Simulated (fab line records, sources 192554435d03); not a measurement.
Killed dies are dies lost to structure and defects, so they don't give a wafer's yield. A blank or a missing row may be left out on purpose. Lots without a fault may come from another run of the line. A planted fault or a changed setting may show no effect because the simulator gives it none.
Chamber matching | flow n5_finfet | N5_BEOL_M3_STRIP_36 on rie_diel-01: 4 sister chambers
The step strips in N2/H2. 4 wafers are shown with their chamber, then 12 later ones without.

WAFERS WITH THEIR CHAMBER
wafer  | chamber | showerhead_plenum_p_Torr (Torr)
L089.2 | 0       | 2.69
L089.6 | 3       | 2.56
L092.2 | 1       | 2.40
L092.6 | 2       | 2.45

WAFERS WITHOUT THEIR CHAMBER
wafer  | showerhead_plenum_p_Torr (Torr)
L093.1 | 2.56
L093.2 | 2.69
L093.3 | 2.45
L093.4 | 2.40
L093.5 | 2.45
L093.6 | 2.40
L096.1 | 2.40
L096.3 | 2.45
L096.5 | 2.69
L097.1 | 2.55
L097.4 | 2.39
L097.5 | 2.39

WHICH CHAMBER EACH WENT THROUGH
wafer  | from the rows above | in truth
L093.1 | 3                   | 3
L093.2 | 0                   | 0
L093.3 | 2                   | 2
L093.4 | 1                   | 1
L093.5 | 2                   | 2
L093.6 | 1                   | 1
L096.1 | 1                   | 1
L096.3 | 2                   | 2
L096.5 | 0                   | 0
L097.1 | 3                   | 3
L097.4 | 1                   | 1
L097.5 | 1                   | 1
Placed correctly: 12 of 12. Can't be placed from these rows: 0. Placed wrongly: 0.
How it was worked out, from the rows above alone: a wafer's distance from a chamber is the root of the sum, over the readings, of the square of ((its reading less the chamber's mean) divided by the reading's scatter). The wafer belongs to the nearest chamber; if the next one is less than 2 further off, it can't be placed. A chamber's mean is the mean of its shown wafers. The scatter: with one shown wafer a chamber, the root of the mean of the squares of how far each hidden wafer lies from its nearest shown one.
